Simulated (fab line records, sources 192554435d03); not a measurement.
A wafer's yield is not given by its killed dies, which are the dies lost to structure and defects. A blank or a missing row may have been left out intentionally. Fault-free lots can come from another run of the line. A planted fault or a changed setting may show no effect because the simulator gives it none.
8D (eight disciplines) problem report, filled in by code :: flow n5_finfet :: the parts of the form that need people (team, actions taken, sign-off) are left out

1. WHAT IS WRONG
Mean of run_length_s at N5_BEOL_M10_CVD_75: 114.3 s across 3 wafers in 2 lots; on wafers with no fault it is 161.8 s (standard deviation 0.57). Measured from the usual mean, that is -83 standard deviations.
The step: deposits Co from CCTBA/H2, target thk 2 nm, time 138.9 s.
First observed at day 16 01:53: wafer L127.2, on cvd_co-01. At this step, 33 wafers from 11 lots have a number in the record. By rule, "out" or "out of limits" means more than 4 standard deviations away from the usual mean. Any other wafer with a number is counted as sound.

2. WHAT IT IS, WHAT IT ISN'T
question: which readings at this step
is: run_length_s
is not: -

question: which lots
is: L127, L128
is not: L112, L113, L114, L116, L118, L122, L129, L132, L133

question: which wafers of those lots
is: L127.2, L127.3, L128.4
is not: L127.5, L128.5, L128.6

question: read on which tools
is: cvd_co-01
is not: cvd_co-02

question: when
is: from day 16 01:53
is not: up to then (19 sound wafers); but 11 sound wafers of L128, L129, L132, L133 came after

3. SUSPECTS, AND WHAT RULES EACH OUT
Counting: if a tool at a process step up to the reading ran every lot that is out, it stays a suspect. Sound lots after the first of them don't rule it out here, since some wafers of a struck lot are sound.
- cvd_co-01 at N5_BEOL_M10_CVD_75 (deposits Co from CCTBA/H2, target thk 2 nm, time 138.9 s): kept. It ran every lot that is out, first L127 (day 16 01:53); its last sound lot up to then is L116 (day 12 06:08). Its own readings are out on those wafers: run_length_s.
After counting, what remains is cvd_co-01 at N5_BEOL_M10_CVD_75.

4. THE CAUSE (what the simulator had put in)
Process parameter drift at N5_BEOL_M10_CVD_75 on cvd_co-01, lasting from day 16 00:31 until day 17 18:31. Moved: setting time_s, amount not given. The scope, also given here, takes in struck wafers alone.
The count eliminated every tool but this one.

5. SEQUENCE OF EFFECTS, ordered by route
Each row: a reading where the mean over the struck wafers with a number is more than 3 standard deviations away from the usual. Readings are gone through only where the record gives a usual standard deviation; hours: the median, over the lots, of the time from a lot's start at the first step in this table giving one to that lot's start at this step; sigmas: the change measured in usual standard deviations.
hours: 0
step: N5_BEOL_M10_CVD_75
reading: run_length_s
usual: 161.8 s
on struck wafers: 114.3
change: -47.5
sigmas: -83
Process steps it contains:
- N5_BEOL_M10_CVD_75: deposits Co from CCTBA/H2, target thk 2 nm, time 138.9 s.

6. HOW IT WOULD HAVE BEEN CAUGHT EARLIER
In this record the first reading out of limits was taken at day 16 01:53, 1 hour after the fault began at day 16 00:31.
